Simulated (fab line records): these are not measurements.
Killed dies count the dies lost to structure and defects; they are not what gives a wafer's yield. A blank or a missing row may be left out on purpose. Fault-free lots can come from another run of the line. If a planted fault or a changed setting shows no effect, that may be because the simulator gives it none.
Matching of chambers || flow n5Finfet || rieDiel-03 running N5_BEOL_M13_ETCH_68: 4 sister chambers
The step etches SOC in N2/H2, time 355 s. 4 wafers are shown with their chamber, then 10 later ones without.

WAFERS PAIRED WITH THEIR CHAMBERS
{"wafer": "L087.5", "chamber": 1, "drypumpMotorCurrentA (A)": 6.5}
{"wafer": "L088.5", "chamber": 0, "drypumpMotorCurrentA (A)": 5.9}
{"wafer": "L089.1", "chamber": 2, "drypumpMotorCurrentA (A)": 5.3}
{"wafer": "L089.2", "chamber": 3, "drypumpMotorCurrentA (A)": 5.3}

WAFERS WHOSE CHAMBER IS MISSING
{"wafer": "L089.3", "drypumpMotorCurrentA (A)": 5.9}
{"wafer": "L092.1", "drypumpMotorCurrentA (A)": 5.9}
{"wafer": "L092.2", "drypumpMotorCurrentA (A)": 6.5}
{"wafer": "L092.4", "drypumpMotorCurrentA (A)": 5.3}
{"wafer": "L094.2", "drypumpMotorCurrentA (A)": 6.5}
{"wafer": "L094.5", "drypumpMotorCurrentA (A)": 5.9}
{"wafer": "L094.6", "drypumpMotorCurrentA (A)": 5.3}
{"wafer": "L095.1", "drypumpMotorCurrentA (A)": 6.4}
{"wafer": "L095.2", "drypumpMotorCurrentA (A)": 5.3}
{"wafer": "L095.4", "drypumpMotorCurrentA (A)": 6.5}

CHAMBER TAKEN BY EACH
{"wafer": "L089.3", "from the rows above": 0, "in truth": 0}
{"wafer": "L092.1", "from the rows above": 0, "in truth": 0}
{"wafer": "L092.2", "from the rows above": 1, "in truth": 1}
{"wafer": "L092.4", "from the rows above": "can't be placed: 2 or 3", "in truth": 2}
{"wafer": "L094.2", "from the rows above": 1, "in truth": 1}
{"wafer": "L094.5", "from the rows above": 0, "in truth": 0}
{"wafer": "L094.6", "from the rows above": "can't be placed: 2 or 3", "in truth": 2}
{"wafer": "L095.1", "from the rows above": 1, "in truth": 1}
{"wafer": "L095.2", "from the rows above": "can't be placed: 2 or 3", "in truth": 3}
{"wafer": "L095.4", "from the rows above": 1, "in truth": 1}
Placed correctly: 7 of 10. Not placeable from these rows: 3 (in 3, the candidates include the true chamber). Wrongly placed: 0.
How it was worked out, from the rows above alone: a wafer's distance from a chamber is the root of the sum, over the readings, of the square of ((its reading less the chamber's mean) divided by the reading's scatter). If the next closest chamber is less than 2 further off than the closest, the wafer can't be placed; otherwise it belongs to the closest. For every chamber, the mean is computed from those of its wafers that are shown. The scatter: root of mean squared gap, hidden wafer to nearest shown wafer, with one shown wafer a chamber.
